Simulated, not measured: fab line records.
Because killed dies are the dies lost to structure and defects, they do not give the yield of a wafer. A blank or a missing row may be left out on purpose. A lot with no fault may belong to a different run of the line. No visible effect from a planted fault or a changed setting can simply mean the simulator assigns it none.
What tool caused it? ; flow n5 finfet ; 7 lots with 21 wafers sampled at 5 steps, on a route of 1938 steps

## WHAT THE GAUGES SHOWED, per wafer
N5_FIN_SAQP_THK_MEAS_05.
lot;measured;on;thk nm (nm)
L148;day 2 03:59;film metro-02;37.1 38.0 38.0
L151;day 2 21:44;film metro-02;37.9 38.7 38.4
L153;day 3 09:48;film metro-01;38.2 38.3 38.6
L161;day 5 08:42;film metro-02;37.3 38.3 63.3
L163;day 5 22:14;film metro-01;37.6 38.3 38.3
L169;day 7 09:16;film metro-01;37.7 37.5 38.1
L170;day 7 14:29;film metro-01;38.0 38.9 38.7

## WHICH TOOL RAN EACH LOT (tool, then ch and the chambers of the sampled wafers, then the start)
lot;N5_PMOS_HMC_CHANNEL_EPI_DESCUM_14;N5_PMOS_HMC_CHANNEL_EPI_HM_OPEN_15;N5_FIN_SAQP_DENSIFY_62;N5_FIN_SAQP_HM_DEP_03
L148;rie diel-03 ch 0,3, day 2 00:36;rie diel-03 ch 0,3, day 2 00:40;rtp anneal-01 ch 0, day 2 03:40;pecvd-03 ch 1,2, day 2 03:53
L151;rie diel-01 ch 1,2, day 2 17:40;rie diel-01 ch 1,2, day 2 17:45;rtp anneal-01 ch 0, day 2 21:26;pecvd-04 ch 0,2, day 2 21:40
L153;rie diel-02 ch 1,2, day 3 05:48;rie diel-02 ch 1,2, day 3 05:53;rtp anneal-01 ch 0, day 3 09:33;pecvd-04 ch 0,1, day 3 09:43
L161;rie diel-03 ch 0,1, day 5 05:09;rie diel-03 ch 0,1, day 5 05:14;rtp anneal-02 ch 0, day 5 08:16;pecvd-04 ch 0,1,2, day 5 08:37
L163;rie diel-01 ch 0,1,2, day 5 17:55;rie diel-01 ch 0,1,2, day 5 17:59;rtp anneal-02 ch 0, day 5 21:56;pecvd-03 ch 0, day 5 22:07
L169;rie diel-02 ch 0,1, day 7 05:49;rie diel-02 ch 0,1, day 7 05:53;rtp anneal-01 ch 0, day 7 08:58;pecvd-01 ch 0,1,2, day 7 09:11
L170;rie diel-01 ch 0,1,2, day 7 11:05;rie diel-01 ch 0,1,2, day 7 11:10;rtp anneal-01 ch 0, day 7 14:14;pecvd-03 ch 1,2, day 7 14:24
- N5_PMOS_HMC_CHANNEL_EPI_DESCUM_14: chemistry O2, time 7.9 s.
- N5_PMOS_HMC_CHANNEL_EPI_HM_OPEN_15: chemistry CHF3/O2, target SiO2, target depth 40.6 nm, time 20.3 s.
- N5_FIN_SAQP_DENSIFY_62: time 60 s.
- N5_FIN_SAQP_HM_DEP_03: deposits SiNx from SiH4/NH3/N2, target thk 38 nm, time 33.6 s.

## THE ANSWER, worked out from the rows above alone
Rule: what is usual is taken from the lots themselves. Put in order of their means at a reading, lots are off if they are a third of the lots or fewer, leave a main group of 4 or more, and stand apart from it by a gap of 3 or more times the standard deviation of the main group's means; of several such gaps the widest counts. A main group whose means are all the same, to the digits that the tables above print for the reading, isn't used. Also off: a lot with no number at a reading for which 4 or more lots have one. Where the step has rows for the other lots, those lots are counted as sound.
Off: L161, at N5_FIN_SAQP_THK_MEAS_05 (thk nm). Main group: mean 38.1 nm, sd 0.31.
A tool fits if, at a process step before that reading, it ran every lot that is off, and no sound lot after the first of them. The gauges at N5_FIN_SAQP_THK_MEAS_05 are tried like those tools. Can't be told from this: 3 tools fit, rie diel-03 at N5_PMOS_HMC_CHANNEL_EPI_DESCUM_14 and N5_PMOS_HMC_CHANNEL_EPI_HM_OPEN_15, pecvd-04 at N5_FIN_SAQP_HM_DEP_03, film metro-02 at N5_FIN_SAQP_THK_MEAS_05.

## WHAT THE SIMULATOR HAD PUT IN
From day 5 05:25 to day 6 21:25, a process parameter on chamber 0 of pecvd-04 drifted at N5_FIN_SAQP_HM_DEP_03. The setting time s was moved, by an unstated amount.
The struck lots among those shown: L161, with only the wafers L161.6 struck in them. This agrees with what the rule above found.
